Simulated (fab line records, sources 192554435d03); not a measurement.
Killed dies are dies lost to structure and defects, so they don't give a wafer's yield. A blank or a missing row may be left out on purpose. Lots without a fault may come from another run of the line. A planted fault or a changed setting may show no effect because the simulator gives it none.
A struck lot beside a sound one | flow n5_finfet | 35 steps out of a route of 1938
Sound: wafers L693.1, L693.2, L693.4. Struck: wafers L700.2, L700.4. (L700.1 of the same lot was not struck and is left out.) The cause comes at the end.
At each step with rows: each side's tool, then ch and its chambers, then its first start. Under that, the readings that differ: sound wafers | struck wafers | difference of the means | sigmas: that difference in standard deviations of wafers without a fault.
alike: readings whose means differ by less than 2 such deviations, and words and numbers that are the same on both sides. not compared: withheld readings, readings that some wafer has no value for, bounds like >300 that may hide the same value, and numbers for which the record gives no deviation and whose values overlap.
The two part at a step that has a row with sigmas, a row that says differs or no value, or rows on one side only. Numbers that don't overlap but have no deviation are shown without sigmas and don't part them. A reading that every wafer of one side lacks parts them only if that side has two wafers or more.

first, 12 steps without rows for these wafers: N5_BEOL_M4_ANNEAL_82 (time 240 s); N5_BEOL_M4_SPUTTER_86 (material Cu, target thk 4.5 nm, time 8.29 s); N5_BEOL_M4_ANNEAL_87 (time 240 s); N5_BEOL_M4_SPUTTER_88 (material Cu, target thk 4.5 nm, time 8.29 s); N5_BEOL_M4_ANNEAL_89 (time 240 s); N5_BEOL_M4_SPUTTER_90 (material Cu, target thk 4.5 nm, time 8.29 s); N5_BEOL_M4_ANNEAL_91 (time 240 s); N5_BEOL_M4_SPUTTER_92 (material Cu, target thk 4.5 nm, time 8.29 s); N5_BEOL_M4_ANNEAL_93 (time 240 s); N5_BEOL_M4_SPUTTER_94 (material Cu, target thk 4.5 nm, time 8.29 s); N5_BEOL_M4_ANNEAL_95 (time 240 s); N5_BEOL_M4_SPUTTER_96 (material Cu, target thk 4.5 nm, time 8.29 s).
N5_BEOL_M4_ECD_50: material Cu, target thk 300 nm.
  sound on ecd_cu-01 ch 0,1, day 10 12:52; struck on ecd_cu-02 ch 0,1, day 12 07:07
then, 21 steps without rows for these wafers: N5_BEOL_M4_ANNEAL_51 (time 90 s); N5_BEOL_M4_CMP_52 (polishes, stops on SiOC, t overpolish 6.8 s, target thk 40 nm); N5_BEOL_M4_PRE_CLEAN_60 (time 15 s); N5_BEOL_M4_CO_CAP_55 (material Co, precursor CCTBA/H2, target thk 2 nm, time 102.1 s); N5_BEOL_M4_PRE_CLEAN_56 (time 15 s); N5_BEOL_M4_DEP_57 (deposits SiCN from 3MS/NH3, target thk 8 nm, time 14 s); N5_BEOL_M5_ILD_DEP_00 (deposits SiCOH lowk from DEMS/porogen, target thk 140.64 nm, time 25.9 s); N5_BEOL_M5_CURE_79 (cures SiCOH lowk, time 240 s); N5_BEOL_M5_PECVD_70 (deposits SiO2 from TEOS/O2, target thk 16 nm, time 18 s); N5_BEOL_M5_HM_DEP_02 (deposits TiN, target thk 20 nm); N5_BEOL_M5_COAT_59 (time 60 s, resist thk 60 nm); N5_BEOL_M5_COAT_60 (time 60 s, resist thk 12 nm); N5_BEOL_M5_COAT_71 (time 60 s, resist thk 5 nm); N5_BEOL_M5_COAT_05 (resist thk 30 nm); N5_BEOL_M5_EBR_07; N5_BEOL_M5_SOFTBAKE_06 (time 60 s); N5_BEOL_M5_EXPOSE_08 (exposes mask M5, target cd 28 nm); N5_BEOL_M5_PEB_09 (peb time 60 s); N5_BEOL_M5_DEVELOP_10 (develop time 30 s); N5_BEOL_M5_DESCUM_16 (chemistry O2, time 7 s); N5_BEOL_M5_ETCH_72 (etches underlayer in N2/H2, target depth 6.5 nm, time 5.2 s).
-- the record jumps here: 5 days lie between the struck wafers' starts before and after (it left off in module BEOL_M5 and takes up again in module PASSIVATION, whose first step shown is number 1936 of the route) --
N5_PASSIVATION_PROBE_49:
  sound on prober-01, day 14 20:50; struck on prober-01, day 16 19:30
  reading                  | sound          | struck    | difference | sigmas
  defect_limited_yield (%) | 88.8 89.4 92.1 | 53.3 51.0 | -37.9      | -25
  killed_at_M4_up          | 21 12 17       | 487 519   | +486       | +99 or more
  killed_dies              | 132 125 93     | 551 578   | +448       | +25
  killed_on_rim            | 8 14 12        | 70 88     | +68        | +18
  killed_open              | 77 74 59       | 43 39     | -29        | -2
  killed_short             | 55 51 34       | 24 27     | -21        | -3
  sort_bin_5_function (%)  | 6.6 6.3 3.7    | 28.6 31.2 | +24.4      | +25
  sort_bin_6_memory (%)    | 4.0 3.9 3.5    | 14.7 14.7 | +10.9      | +15
  sort_n_pass              | 1048 1055 1087 | 629 602   | -448       | -25
  sort_yield_pct (%)       | 88.8 89.4 92.1 | 53.3 51.0 | -37.9      | -25
  alike: killed_at_M0_to_M3, killed_at_contacts, killed_at_front_end, killed_at_other

WHERE THEY PART
Only at N5_PASSIVATION_PROBE_49, within this record.

WHY: what the simulator had put in
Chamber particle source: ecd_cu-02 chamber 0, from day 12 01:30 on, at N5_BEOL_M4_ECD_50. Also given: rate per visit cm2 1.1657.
